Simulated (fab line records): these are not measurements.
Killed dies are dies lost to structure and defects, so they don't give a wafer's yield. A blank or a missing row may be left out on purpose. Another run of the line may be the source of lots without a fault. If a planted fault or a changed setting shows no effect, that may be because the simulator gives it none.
Chamber matching	flow n5 finfet	4 sister chambers for N5_FIN_SAQP_ETCH_69 on rie diel-04
The step etches SOC in N2/H2, stops on SiNx, target depth 150 nm. 4 wafers are shown with their chamber, then 10 later ones without.

EACH WAFER AND ITS CHAMBER
wafer	chamber	drypump motor current A (A)
L078.6	0	5.8
L091.3	3	5.6
L092.2	1	5.3
L092.5	2	4.8

WAFERS WITHOUT THEIR CHAMBER
wafer	drypump motor current A (A)
L092.6	5.3
L095.2	5.3
L095.4	4.8
L095.5	5.6
L097.1	5.3
L097.2	5.6
L097.3	4.8
L097.4	5.9
L097.5	5.8
L097.6	5.3

THE CHAMBER EACH PASSED THROUGH
wafer	from the rows above	in truth
L092.6	1	1
L095.2	1	1
L095.4	2	2
L095.5	3	3
L097.1	1	1
L097.2	3	3
L097.3	2	2
L097.4	0	0
L097.5	0	0
L097.6	1	1
Correctly placed: 10 of 10. Not placeable from these rows: 0. Placed wrongly: 0.
How it was worked out, from the rows above alone: a wafer's distance from a chamber is the root of the sum, over the readings, of the square of ((its reading less the chamber's mean) divided by the reading's scatter). The wafer belongs to the nearest chamber; if the next one is less than 2 further off, it can't be placed. Each chamber's mean is taken over the wafers shown for it. The scatter: root of mean squared gap, hidden wafer to nearest shown wafer, with one shown wafer a chamber.
